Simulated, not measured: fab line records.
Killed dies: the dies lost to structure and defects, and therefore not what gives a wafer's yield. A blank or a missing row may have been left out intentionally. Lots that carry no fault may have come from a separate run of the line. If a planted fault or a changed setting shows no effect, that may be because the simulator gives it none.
Chamber matching :: flow n5_finfet :: N5_BEOL_M3_PECVD_72 on pecvd-01: 3 sister chambers
The step deposits SiO2 from TEOS/O2, target thk 16 nm, time 18 s. 14 wafers are shown with their chamber, then 7 later ones without.

WAFERS PAIRED WITH THEIR CHAMBERS
wafer: L843.1
chamber: 2
showerhead_plenum_p_Torr (Torr): 8.89
throttle_valve_pct (%): 21.6
heater_power_w (W): 765

wafer: L843.5
chamber: 2
showerhead_plenum_p_Torr (Torr): 8.93
throttle_valve_pct (%): 21.9
heater_power_w (W): 759

wafer: L843.6
chamber: 1
showerhead_plenum_p_Torr (Torr): 8.82
throttle_valve_pct (%): 22.2
heater_power_w (W): 611

wafer: L845.4
chamber: 2
showerhead_plenum_p_Torr (Torr): 8.91
throttle_valve_pct (%): 21.7
heater_power_w (W): 807

wafer: L845.5
chamber: 1
showerhead_plenum_p_Torr (Torr): 8.83
throttle_valve_pct (%): 22.1
heater_power_w (W): 638

wafer: L845.6
chamber: 0
showerhead_plenum_p_Torr (Torr): 8.76
throttle_valve_pct (%): 23.3
heater_power_w (W): 679

wafer: L846.1
chamber: 2
showerhead_plenum_p_Torr (Torr): 8.90
throttle_valve_pct (%): 21.7
heater_power_w (W): 766

wafer: L846.2
chamber: 1
showerhead_plenum_p_Torr (Torr): 8.82
throttle_valve_pct (%): 22.3
heater_power_w (W): 621

wafer: L846.6
chamber: 0
showerhead_plenum_p_Torr (Torr): 8.75
throttle_valve_pct (%): 23.4
heater_power_w (W): 683

wafer: L847.1
chamber: 2
showerhead_plenum_p_Torr (Torr): 8.88
throttle_valve_pct (%): 21.9
heater_power_w (W): 789

wafer: L847.4
chamber: 1
showerhead_plenum_p_Torr (Torr): 8.82
throttle_valve_pct (%): 22.3
heater_power_w (W): 715

wafer: L847.6
chamber: 0
showerhead_plenum_p_Torr (Torr): 8.75
throttle_valve_pct (%): 22.8
heater_power_w (W): 732

wafer: L848.4
chamber: 1
showerhead_plenum_p_Torr (Torr): 8.83
throttle_valve_pct (%): 22.2
heater_power_w (W): 670

wafer: L848.5
chamber: 0
showerhead_plenum_p_Torr (Torr): 8.74
throttle_valve_pct (%): 23.4
heater_power_w (W): 678

SIGNATURES (means of the wafers above)
reading: showerhead_plenum_p_Torr
chamber 0: 8.7500
chamber 1: 8.8240
chamber 2: 8.9020
scatter within a chamber: 0.0128

reading: throttle_valve_pct
chamber 0: 23.225
chamber 1: 22.220
chamber 2: 21.760
scatter within a chamber: 0.178

reading: heater_power_w
chamber 0: 693.00
chamber 1: 651.00
chamber 2: 777.20
scatter within a chamber: 31.3
Rule: a wafer's distance from a chamber is the root of the sum, over the readings, of the square of ((its reading less the chamber's mean) divided by the reading's scatter). The wafer belongs to the nearest chamber; if the next one is less than 2 further off, it can't be placed. The scatter: the root of (the sum of the squares of (reading less its chamber's mean) over the shown wafers, divided by (wafers less chambers)).

WAFERS WITHOUT THEIR CHAMBER
wafer: L848.6
showerhead_plenum_p_Torr (Torr): 8.93
throttle_valve_pct (%): 21.8
heater_power_w (W): 803

wafer: L849.1
showerhead_plenum_p_Torr (Torr): 8.74
throttle_valve_pct (%): 23.4
heater_power_w (W): 703

wafer: L849.3
showerhead_plenum_p_Torr (Torr): 8.90
throttle_valve_pct (%): 21.9
heater_power_w (W): 728

wafer: L849.4
showerhead_plenum_p_Torr (Torr): 8.88
throttle_valve_pct (%): 22.1
heater_power_w (W): 738

wafer: L861.1
showerhead_plenum_p_Torr (Torr): 8.88
throttle_valve_pct (%): 20.7
heater_power_w (W): 735

wafer: L861.3
showerhead_plenum_p_Torr (Torr): 8.82
throttle_valve_pct (%): 22.2
heater_power_w (W): 689

wafer: L861.6
showerhead_plenum_p_Torr (Torr): 8.83
throttle_valve_pct (%): 22.1
heater_power_w (W): 681

EACH ONE'S CHAMBER
wafer: L848.6
from the rows above: 2
in truth: 2

wafer: L849.1
from the rows above: 0
in truth: 0

wafer: L849.3
from the rows above: 2
in truth: 2

wafer: L849.4
from the rows above: 2
in truth: 2

wafer: L861.1
from the rows above: 2
in truth: 2

wafer: L861.3
from the rows above: 1
in truth: 1

wafer: L861.6
from the rows above: 1
in truth: 1
Placed correctly: 7 of 7. From these rows, 0 cannot be placed. Wrongly placed: 0.
